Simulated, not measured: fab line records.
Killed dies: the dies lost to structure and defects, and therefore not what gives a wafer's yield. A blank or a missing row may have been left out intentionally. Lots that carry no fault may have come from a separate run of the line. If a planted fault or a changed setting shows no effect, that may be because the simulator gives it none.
The tool behind it: which one? ; flow n5_finfet ; 9 lots with 27 wafers sampled at 2 steps, on a route of 1938 steps

## WHAT THE GAUGES SHOWED, per wafer
N5_ZERO_LAYER_CD_MEAS_11: the cd target is 2000 nm.
lot;measured;on;cd_nm (nm)
L412;day 1 12:38;cd_sem-02;1998.7 2000.1 2001.6
L414;day 2 00:38;cd_sem-01;2000.0 1998.5 2001.5
L417;day 2 18:41;cd_sem-01;1997.0 1998.7 1996.4
L421;day 3 18:38;cd_sem-02;2000.7 1997.8 2000.8
L422;day 4 00:46;cd_sem-03;1997.6 1997.8 1999.0
L424;day 4 12:39;cd_sem-02;1996.7 1996.4 1998.7
L432;day 6 12:58;cd_sem-02;1987.4 1988.1 1984.3
L433;day 6 18:38;cd_sem-02;1990.7 1988.6 1990.4
L435;day 7 06:39;cd_sem-01;2001.8 1998.9 1997.9

## EACH LOT AND THE TOOL THAT RAN IT (in order: tool; ch and the chambers of the sampled wafers; start)
lot;N5_ZERO_LAYER_EXPOSE_08
L412;krf_scanner-01 ch 0, day 1 12:28
L414;krf_scanner-02 ch 0, day 2 00:28
L417;krf_scanner-01 ch 0, day 2 18:31
L421;krf_scanner-01 ch 0, day 3 18:28
L422;krf_scanner-02 ch 0, day 4 00:35
L424;krf_scanner-02 ch 0, day 4 12:29
L432;krf_scanner-01 ch 0, day 6 12:47
L433;krf_scanner-01 ch 0, day 6 18:28
L435;krf_scanner-02 ch 0, day 7 06:28
- N5_ZERO_LAYER_EXPOSE_08: exposes mask ZERO, defocus 0 nm, target cd 2000 nm.

## THE ANSWER, worked out from the rows above alone
Rule: the lots themselves supply what counts as usual. The widest of any qualifying gaps counts: lots, ordered by their means at a reading, are off when they make up no more than a third of the lots, leave a main group of 4 or more, and stand apart from it by 3 or more times the standard deviation of that group's means. If all means in a main group match to the digits the tables above print for the reading, that group is not used. A lot without any number at a reading at which 4 lots or more have one is off too. The other lots that the step has rows for count as sound.
Off: L432, L433, at N5_ZERO_LAYER_CD_MEAS_11 (cd_nm). The main group has a mean of 1998.9 nm with a standard deviation of 1.2.
A tool fits if, at a process step before that reading, it ran every lot that is off, and no sound lot after the first of them. Gauges at N5_ZERO_LAYER_CD_MEAS_11: tried the same way as those tools. 2 tools fit, krf_scanner-01 at N5_ZERO_LAYER_EXPOSE_08 and cd_sem-02 at N5_ZERO_LAYER_CD_MEAS_11, so this cannot tell which one it is.

## WHAT THE SIMULATOR HAD INSERTED
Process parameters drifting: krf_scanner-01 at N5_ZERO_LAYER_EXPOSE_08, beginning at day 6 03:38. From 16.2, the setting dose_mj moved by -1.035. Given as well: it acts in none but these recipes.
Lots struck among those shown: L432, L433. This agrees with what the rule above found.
